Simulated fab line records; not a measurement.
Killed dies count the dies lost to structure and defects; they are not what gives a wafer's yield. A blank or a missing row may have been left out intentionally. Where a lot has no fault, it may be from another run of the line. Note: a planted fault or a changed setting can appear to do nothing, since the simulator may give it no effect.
fab line records | flow n5Finfet
record lots=9 wafers=27 lastDay=18
route steps=1938 shown BEOL_M12@1656 BEOL_M13@1672 PASSIVATION@1936
lots with no fault: from the same line, run without faults
startH: the number of hours between the record's first day and the start of the first shown wafer of the lot | waitH: hours from the lot's prior step to this one | " repeats the value in the row above | L1.1+2: several wafers, shown together as one row | - value missing, or start not given | * or withheld: withheld | < > ~ a bound
route shown NAME@n: a module of which the file shows steps, and the number in the route of the first | usual: mean/standard deviation taken from wafers without a fault | same: alike in all rows | chamber/n: place in a boat | sites: per-site readings | _std_site: the values' standard deviation | _edge_site: mean of outer sites minus mean of inner sites | radiusMm: how far each site lies from the wafer's centre | mask NAME#n: copy n | behind: tool/chamber where the wafer was last shaped | hold: reason for holding the lot/hours on hold/outcome of the hold | device: the n, p or np transistor that did not switch | end of line: tests run on the same wafers once the route is complete | where a step has no rows: the recipe by itself | killed: dies lost to structure and defects at the first sort, not the wafer's yield | map: shows each die of a wafer: x if killed, . if not, _ if none is there
set.NAME: setting as actually run; set.NAME@STEP: the setting as run at that earlier step | model.NAME: the simulator's own value behind a step, which no gauge read
one table for each step of the route and one row for each wafer, over a sample of lots
services: when a tool's chamber went out of use (startH, in hours from the record's first day, below 0 if earlier), for how many hours, and the reason
## steps
# step N5_BEOL_M12_DEP_53
# recipe material=SiCN targetThkA=300 tempC=withheld precursor=3MS/NH3 pressureTorr=3 rfW=675 timeS=10.5
# usual showerheadPlenumPTorr=4.166/0.019 throttleValvePct=18.4/0.68
# same timeS=10.5
# columns lot.wafer tool chamber startH waitH showerheadPlenumPTorr throttleValvePct
L230.2 pecvd-04 2 234.44 0.0 4.132 18.3
L230.3 " 0 " " 4.148 19.0
L230.4 " 1 " " 4.161 18.2
L231.1 pecvd-04 0 248.91 0.0 4.162 18.6
L231.2 " 1 " " 4.161 18.3
L231.5 " 0 " " 4.149 18.8
L233.1 pecvd-04 0 259.68 0.0 4.157 18.9
L233.3 " 2 " " 4.136 18.5
L233.5 " 2 " " 4.136 18.2
L234.2 pecvd-03 0 263.90 0.0 4.169 20.3
L234.3 " 2 " " 4.186 18.0
L234.6 " 2 " " 4.188 18.2
L237.2 pecvd-03 1 299.16 0.0 4.168 18.1
L237.5 " 0 " " 4.183 19.9
L237.6 " 2 " " 4.186 18.1
L240.2 pecvd-02 2 303.64 0.0 4.156 18.0
L240.4 " 0 " " 4.192 18.9
L240.5 " 2 " " 4.151 18.2
L241.1 pecvd-02 1 315.81 0.0 4.194 17.3
L241.2 " 0 " " 4.187 18.8
L241.4 " 1 " " 4.176 17.3
L250.1 pecvd-04 2 386.14 0.0 4.129 18.4
L250.3 " 1 " " 4.156 18.3
L250.5 " 2 " " 4.132 18.7
L249.1 pecvd-04 2 386.82 0.0 4.134 18.7
L249.5 " 1 " " 4.162 18.3
L249.6 " 0 " " 4.147 18.8
# step N5_BEOL_M13_DESCUM_15
# recipe chemistry=O2 timeS=7.9 sourcePowerW=50 biasPowerW=20 pressureMtorr=20 rfFrequencyHz=2.712e+07 tempC=40 o2FlowSccm=225
# usual chamberPressureMTorr=20.000/0.017 drypumpMotorCurrentA=5.6/0.34 oesProductAu=0.76/0.08 rfVppV=242.8/1.4 showerheadPlenumPTorr=2.08/0.067 throttleValvePct=20.48/0.27
# same timeS=7.9
# columns lot.wafer tool chamber startH waitH chamberPressureMTorr drypumpMotorCurrentA oesProductAu rfHoursCounterH rfVppV showerheadPlenumPTorr throttleValvePct
L230.2 rieDiel-06 3 235.29 0.0 19.965 5.2 0.73 182 244.4 2.17 20.26
L230.3 " 0 " " 20.007 5.7 0.97 3 244.7 2.14 19.98
L230.4 " 1 " " 19.998 5.8 0.73 168 242.1 2.01 20.70
L231.1 rieDiel-05 0 249.65 0.0 20.005 6.0 0.71 215 245.0 2.15 20.88
L231.2 " 1 " " 20.000 5.5 0.71 207 241.9 1.99 20.61
L231.5 " 1 " " 20.000 5.5 0.70 - 239.6 1.99 20.61
L233.1 rieDiel-06 2 260.47 0.0 20.029 5.9 0.70 227 244.0 2.16 20.57
L233.3 " 0 " " 19.994 5.7 0.95 9 244.6 2.14 20.00
L233.5 " 3 " " 20.015 5.2 0.73 - 243.1 2.17 20.26
L234.2 rieDiel-04 0 264.63 0.0 19.993 5.6 0.80 88 242.7 2.04 20.58
L234.3 " 3 " " 19.958 5.1 0.76 172 242.5 2.08 20.74
L234.6 " 2 " " 20.008 6.6 0.92 - 243.8 2.04 20.63
L237.2 rieDiel-05 2 300.01 0.1 19.961 5.1 0.83 83 244.9 2.10 20.33
L237.5 " 2 " " 20.023 5.1 0.82 - 244.0 2.10 20.33
L237.6 " 3 " " 19.987 5.7 0.79 - 242.6 2.02 20.26
L240.2 rieDiel-05 3 304.31 0.0 20.001 5.7 0.79 127 243.8 2.02 20.26
L240.4 " 0 " " 19.999 6.0 0.69 234 244.0 2.15 20.91
L240.5 " 0 " " 19.991 5.9 0.69 - 243.4 2.15 20.89
L241.1 rieDiel-05 1 316.73 0.3 20.000 5.5 0.68 229 241.2 1.98 20.64
L241.2 " 2 " " 19.968 5.1 0.83 89 243.2 2.10 20.32
L241.4 " 0 " " 19.997 5.9 0.68 238 244.7 2.15 20.90
L250.1 rieDiel-05 3 386.94 0.0 19.998 5.6 0.77 153 242.3 2.01 20.28
L250.3 " 1 " " 20.010 5.5 0.67 247 240.9 1.98 20.67
L250.5 " 3 " " 20.003 5.7 0.76 - 240.5 2.01 20.28
L249.1 rieDiel-04 2 387.55 0.0 20.027 6.5 0.84 66 242.2 2.03 20.70
L249.5 " 0 " " 19.987 5.6 0.77 - 242.3 2.02 20.62
L249.6 " 1 " " 20.003 5.9 0.91 - 245.2 2.13 20.11
# step N5_BEOL_M13_ETCH_59
# recipe chemistry=N2/H2 target=BARC targetDepthA=890 overetchA=267 timeS=67.9 ionEnergyEv=200 pressureMtorr=30 sourceW=840 biasW=150 n2FlowSccm=200 h2FlowSccm=200
# usual biasW=150.0/0.39 chamberPressureMTorr=30.000/0.027 drypumpMotorCurrentA=5.6/0.33 oesProductAu=0.65/0.065 rfVppV=523.2/2.6 showerheadPlenumPTorr=2.52/0.085 throttleValvePct=17.89/0.28 timeS=67.9/0
# columns lot.wafer tool chamber startH waitH biasW chamberPressureMTorr drypumpMotorCurrentA oesProductAu rfHoursCounterH rfVppV showerheadPlenumPTorr throttleValvePct timeS
L230.2 rieDiel-06 3 235.33 0.0 150.3 30.028 5.2 0.63 182 526.4 2.64 17.65 67.9
L230.3 " 0 " " 149.8 29.988 5.8 0.84 3 525.9 2.62 17.47 67.9
L230.4 " 1 " " 149.8 29.977 5.8 0.62 168 519.9 2.43 18.00 67.9
L231.1 rieDiel-05 0 249.69 0.0 149.8 30.021 6.0 0.61 215 525.2 2.62 18.35 67.9
L231.2 " 1 " " 149.9 29.959 5.5 0.59 207 520.1 2.41 18.09 67.9
L231.5 " 1 " " 150.2 29.986 5.5 0.60 - 521.0 2.41 18.09 67.9
L233.1 rieDiel-06 2 260.51 0.0 150.5 30.019 5.9 0.60 227 525.8 2.61 17.95 67.9
L233.3 " 0 " " 149.8 30.023 5.7 0.80 9 525.7 2.61 17.47 67.9
L233.5 " 3 " " 149.7 29.983 5.2 0.63 - 526.0 2.63 17.66 67.9
L234.2 rieDiel-04 0 264.67 0.0 149.9 30.026 5.6 0.68 88 522.1 2.47 17.95 67.9
L234.3 " 3 " " 150.1 30.037 5.1 0.64 172 523.4 2.54 18.24 67.9
L234.6 " 2 " " 150.7 29.943 6.5 0.76 - 521.5 2.47 17.92 67.9
L237.2 rieDiel-05 2 300.04 0.0 150.4 29.988 5.1 0.71 83 524.9 2.56 17.68 67.9
L237.5 " 2 " " 149.4 29.985 5.1 0.71 - 524.4 2.56 17.70 67.9
L237.6 " 3 " " 150.2 30.003 5.6 0.68 - 519.9 2.45 17.64 67.9
L240.2 rieDiel-05 3 304.35 0.0 150.0 30.009 5.7 0.68 127 521.5 2.45 17.65 67.9
L240.4 " 0 " " 149.3 30.048 6.0 0.59 234 526.2 2.61 18.36 67.9
L240.5 " 0 " " 149.8 30.005 6.0 0.60 - 526.1 2.61 18.35 67.9
L241.1 rieDiel-05 1 316.77 0.0 150.0 29.934 5.5 0.58 229 519.5 2.40 18.12 67.9
L241.2 " 2 " " 150.1 30.005 5.1 0.70 89 524.9 2.56 17.68 67.9
L241.4 " 0 " " 150.1 30.011 6.0 0.59 238 524.3 2.61 18.38 67.9
L250.1 rieDiel-05 3 386.97 0.0 - - - - - - - - -
L250.3 " 1 " " - - - - - - - - -
L250.5 " 3 " " - - - - - - - - -
L249.1 rieDiel-04 2 387.59 0.0 - - - - - - - - -
L249.5 " 0 " " - - - - - - - - -
L249.6 " 1 " " - - - - - - - - -
# step N5_BEOL_M13_STRIP_63
# recipe chemistry=N2/H2 powerW=1000 tempC=250 h2Frac=0.65 overashFraction=0.3 pressureMtorr=1000 n2FlowSccm=1750 h2FlowSccm=3250
# usual chamberPressureMTorr=999.9/0.91 drypumpMotorCurrentA=5.86/0.14 heaterPowerW=342/22 oesProductAu=0.674/0.0051 stripTimeToEndpointS=28.0/1
# columns lot.wafer tool chamber startH waitH chamberPressureMTorr drypumpMotorCurrentA heaterPowerW oesProductAu rfHoursCounterH stripTimeToEndpointS
L230.2 plasmaAsher-02 0 235.62 - 1000.3 5.63 341 0.673 62 27.8
L230.3 " 0 " " 1000.0 5.64 351 0.676 - 25.6
L230.4 " 1 " " 999.6 5.92 320 0.671 - 27.2
L231.1 plasmaAsher-01 1 249.97 - 998.8 5.98 381 0.673 130 28.9
L231.2 " 0 " " 999.6 5.97 328 0.671 130 28.1
L231.5 " 0 " " 1000.2 5.97 326 0.675 - 26.5
L233.1 plasmaAsher-01 0 260.80 - 999.3 5.99 328 0.670 132 28.6
L233.3 " 1 " " 1001.6 5.98 388 0.673 - 28.6
L233.5 " 1 " " 998.8 5.99 391 0.675 - 28.6
L234.2 plasmaAsher-01 1 264.99 - 998.9 5.98 386 0.676 134 27.9
L234.3 " 1 " " 1001.1 5.98 377 0.674 - 27.3
L234.6 " 0 " " 999.5 5.98 328 0.676 - 27.7
L237.2 plasmaAsher-02 0 300.33 - 1000.5 5.64 346 0.672 75 28.3
L237.5 " 1 " " 1000.3 5.92 316 0.671 - 26.9
L237.6 " 0 " " 999.9 5.68 343 0.682 - 26.9
L240.2 plasmaAsher-01 0 304.63 - 1000.9 5.96 329 0.668 141 28.1
L240.4 " 1 " " 1001.0 6.02 378 0.668 - 26.6
L240.5 " 0 " " 1000.2 5.96 323 0.676 - 26.6
L241.1 plasmaAsher-01 0 317.06 - 999.0 5.98 324 0.671 143 27.1
L241.2 " 1 " " 1000.2 6.00 377 0.671 143 27.9
L241.4 " 1 " " 1000.6 5.96 378 0.670 - 27.2
L250.1 plasmaAsher-01 0 387.26 - 999.6 5.99 328 0.702 156 45.7
L250.3 " 1 " " 1000.1 5.98 366 0.694 - 46.0
L250.5 " 1 " " 998.8 5.97 385 0.698 - 45.4
L249.1 plasmaAsher-02 1 387.87 - 1001.3 5.91 319 0.708 93 45.4
L249.5 " 0 " " 1000.2 5.68 343 0.697 - 44.6
L249.6 " 1 " " 999.9 5.91 325 0.701 - 44.3
# step N5_BEOL_M13_STRIP_64
# recipe chemistry=N2/H2 powerW=1000 tempC=250 h2Frac=0.65 overashFraction=0.3 pressureMtorr=withheld n2FlowSccm=1750 h2FlowSccm=3250
# usual drypumpMotorCurrentA=5.86/0.14 heaterPowerW=342/22 oesProductAu=0.714/0.0044 stripTimeToEndpointS=31.29/0.091
# columns lot.wafer tool chamber startH waitH drypumpMotorCurrentA heaterPowerW oesProductAu rfHoursCounterH stripTimeToEndpointS
L230.2 plasmaAsher-02 0 235.68 0.0 5.63 347 0.715 62 31.32
L230.3 " 0 " " 5.66 349 0.716 - 31.39
L230.4 " 1 " " 5.92 323 0.719 - 31.44
L231.1 plasmaAsher-01 1 250.03 0.0 5.98 372 0.709 130 31.36
L231.2 " 0 " " 5.98 338 0.716 130 31.37
L231.5 " 0 " " 6.00 333 0.721 - 31.38
L233.1 plasmaAsher-01 0 260.86 0.0 5.97 334 0.715 132 31.29
L233.3 " 1 " " 5.97 378 0.713 - 31.28
L233.5 " 1 " " 5.98 373 0.718 - 31.37
L234.2 plasmaAsher-01 1 265.05 0.0 5.99 382 0.714 134 31.30
L234.3 " 1 " " 5.97 384 0.720 - 31.29
L234.6 " 0 " " 5.98 330 0.715 - 31.27
L237.2 plasmaAsher-02 0 300.39 0.0 5.64 340 0.715 75 31.32
L237.5 " 1 " " 5.90 318 0.714 - 31.21
L237.6 " 0 " " 5.62 343 0.720 - 31.27
L240.2 plasmaAsher-01 0 304.69 0.0 5.97 328 0.710 141 31.19
L240.4 " 1 " " 5.97 371 0.722 - 31.17
L240.5 " 0 " " 5.96 324 0.717 - 31.26
L241.1 plasmaAsher-01 0 317.12 0.0 5.98 330 0.724 143 31.38
L241.2 " 1 " " 5.98 392 0.704 143 31.36
L241.4 " 1 " " 5.97 380 0.720 - 31.37
L250.1 plasmaAsher-01 0 387.32 0.0 5.97 325 0.710 156 31.15
L250.3 " 1 " " 5.97 378 0.712 - 31.20
L250.5 " 1 " " 5.97 386 0.719 - 31.19
L249.1 plasmaAsher-02 1 387.93 0.0 5.90 321 0.713 93 31.44
L249.5 " 0 " " 5.66 353 0.717 - 31.22
L249.6 " 1 " " 5.91 323 0.711 - 31.37
# step N5_PASSIVATION_PROBE_49
# usual defectLimitedYield=91.4/1.5 killed_at_M0_to_M3=31/11 killed_at_M4_up=13/5.5 killedAtContacts=13/6.3 killedAtFrontEnd=40/13 killedAtOther=3.3/2.6 killedDies=101/18 killedOpen=67/13 killedShort=33/7.9 sort_bin_5_function=5.1/1 sort_bin_6_memory=3.2/0.68 sortNPass=1079/18 sortYieldPct=91.4/1.5
# same grossDies=1180 killedAtBackSide=0 sort_bin_4_leakage[%]=0 sort_bin_8_speed[%]=0
# columns lot.wafer tool chamber startH waitH defectLimitedYield[%] killed_at_M0_to_M3 killed_at_M4_up killedAtContacts killedAtFrontEnd killedAtOther killedDies killedOpen killedShort sort_bin_5_function[%] sort_bin_6_memory[%] sortNPass sortYieldPct[%]
L234.2 prober-01 - 298.47 0.1 91.4 36 14 23 26 2 101 66 35 5.5 2.6 1079 91.4
L234.3 prober-01 - 298.52 0.1 92.3 36 11 21 17 6 91 63 28 3.9 3.5 1089 92.3
L234.6 prober-01 - 298.67 0.3 91.9 33 13 7 39 3 95 56 38 5.1 2.8 1085 91.9
L240.2 prober-01 - 337.87 0.1 91.9 37 16 11 28 3 95 65 30 5.2 2.9 1085 91.9
L240.4 prober-01 - 337.97 0.2 88.6 47 18 25 42 2 134 86 48 7.2 4.1 1046 88.6
L240.5 prober-01 - 338.02 0.2 90.8 30 18 22 37 1 108 71 36 4.4 4.2 1072 90.8
L249.1 prober-02 - 422.03 0.0 91.6 23 8 21 46 1 99 66 33 5.0 3.1 1081 91.6
L249.5 prober-02 - 422.23 0.2 91.0 24 11 13 56 2 106 76 30 5.6 3.1 1074 91.0
L249.6 prober-02 - 422.28 0.3 92.1 30 12 6 40 5 93 68 23 5.3 2.5 1087 92.1
# killed by level:class
L234.2 MOL_CONTACT_COAG:geometricParticle:open=16 BEOL_M3:geometricParticle:open=13 BEOL_M0_SAQP:geometricParticle:short=11 FIN_SAQP:geometricParticle:open=8 MOL_CONTACT_COAG:geometricParticle:short=7 BEOL_M4:geometricParticle:open=7 BEOL_M0_SAQP:geometricParticle:open=5 STI_FIN_REVEAL:geometricParticle:open=3
L234.3 MOL_CONTACT_COAG:geometricParticle:open=17 BEOL_M0_SAQP:geometricParticle:open=10 BEOL_M0_SAQP:geometricParticle:short=9 BEOL_M4:geometricParticle:open=8 FIN_SAQP:geometricParticle:short=6 BEOL_M2:geometricParticle:open=5 BEOL_M3:geometricParticle:open=5 MOL_CONTACT_COAG:geometricParticle:short=4
L234.6 STARTING-WAFER:geometricParticle:open=7 BEOL_M3:geometricParticle:open=7 BEOL_M4:geometricParticle:open=7 FIN_SAQP:geometricParticle:short=6 BEOL_M2:geometricParticle:open=6 MOL_CONTACT_COAG:geometricParticle:open=5 BEOL_M0:geometricParticle:open=5 STI_FIN_REVEAL:geometricParticle:short=4
L240.2 FIN_SAQP:geometricParticle:open=9 MOL_CONTACT_COAG:geometricParticle:open=9 BEOL_M2:geometricParticle:open=9 FIN_SAQP:geometricParticle:short=7 BEOL_M3:geometricParticle:open=7 BEOL_M4:geometricParticle:open=7 BEOL_M0_SAQP:geometricParticle:open=6 BEOL_M0_SAQP:geometricParticle:short=6
L240.4 MOL_CONTACT_COAG:geometricParticle:open=14 FIN_SAQP:geometricParticle:open=11 MOL_CONTACT_COAG:geometricParticle:short=11 FIN_SAQP:geometricParticle:short=10 BEOL_M2:geometricParticle:open=10 BEOL_M3:geometricParticle:open=9 BEOL_M0_SAQP:geometricParticle:short=8 BEOL_M1:geometricParticle:open=7
L240.5 MOL_CONTACT_COAG:geometricParticle:open=15 BEOL_M0_SAQP:geometricParticle:open=10 FIN_SAQP:geometricParticle:open=9 BEOL_M4:geometricParticle:open=9 FIN_SAQP:geometricParticle:short=8 MOL_CONTACT_COAG:geometricParticle:short=7 BEOL_M0_SAQP:geometricParticle:short=6 BEOL_M1:geometricParticle:open=6
L249.1 STI_FIN_REVEAL:geometricParticle:open=22 MOL_CONTACT_COAG:geometricParticle:open=17 GATE_CUT:geometricParticle:short=8 BEOL_M0_SAQP:geometricParticle:short=7 FIN_SAQP:geometricParticle:open=6 BEOL_M1:geometricParticle:open=6 BEOL_M0_SAQP:geometricParticle:open=5 MOL_CONTACT_COAG:geometricParticle:short=4
L249.5 FIN_SAQP:geometricParticle:open=18 MOL_CONTACT_COAG:geometricParticle:open=12 DUMMY_GATE:geometricParticle:open=9 GATE_CUT:geometricParticle:short=8 BEOL_M0_SAQP:geometricParticle:short=7 BEOL_M1:geometricParticle:open=7 STI_FIN_REVEAL:geometricParticle:open=5 BEOL_M4:geometricParticle:open=5
L249.6 STI_FIN_REVEAL:geometricParticle:open=9 BEOL_M1:geometricParticle:open=9 FIN_SAQP:geometricParticle:open=7 BEOL_M3:geometricParticle:open=7 BEOL_M4:geometricParticle:open=6 MOL_CONTACT_COAG:geometricParticle:open=5 BEOL_M0_SAQP:geometricParticle:short=5 STI_FIN_REVEAL:geometricParticle:short=4
## services
# columns tool chamber startH hours kind
plasmaAsher-02 - 226.21 0.5 repair
pecvd-04 2 234.50 16.5 scheduledDown
rieDiel-04 1 244.83 - clean
rieDiel-04 1 244.83 - consumableReplace:focusRing
rieDiel-04 1 244.83 22.6 scheduledDown
rieDiel-04 1 244.83 22.6 ventCycle
pecvd-03 - 254.41 2.8 pm
rieDiel-04 - 284.96 14.6 pm
pecvd-02 2 286.00 2.1 scheduledDown
pecvd-03 1 304.93 5.0 scheduledDown
rieDiel-06 2 331.19 - clean
rieDiel-06 2 331.19 - consumableReplace:focusRing
rieDiel-06 2 331.19 25.2 scheduledDown
rieDiel-06 2 331.19 25.2 ventCycle
rieDiel-04 1 335.55 41.2 repair
rieDiel-05 0 361.04 - clean
rieDiel-05 0 361.04 - consumableReplace:focusRing
rieDiel-05 0 361.04 27.7 scheduledDown
rieDiel-05 0 361.04 27.7 ventCycle
rieDiel-05 1 370.95 7.8 repair
pecvd-03 1 383.62 - clean
pecvd-03 1 383.62 - consumableReplace:showerhead
pecvd-03 1 383.62 29.0 scheduledDown
pecvd-03 1 383.62 29.0 ventCycle
## key
firstSign step=N5_BEOL_M13_ETCH_59 reading=toolRecord direction=missing
effect step=N5_BEOL_M13_STRIP_63 reading=stripTimeToEndpointS direction=up sigmas=17 usual=* struck=*
metAt N5_BEOL_M13_ETCH_59
struckLots L249,L250
notActingAt N5_BEOL_M12_DEP_53,N5_BEOL_M13_DESCUM_15,N5_BEOL_M13_STRIP_64
onsetBetween 316.77 386.97
fault kind=skippedStepWhole tool=rieDiel-04,rieDiel-05 chamber=- onsetH=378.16 steps=N5_BEOL_M13_ETCH_59 scope=struckLotsOnly
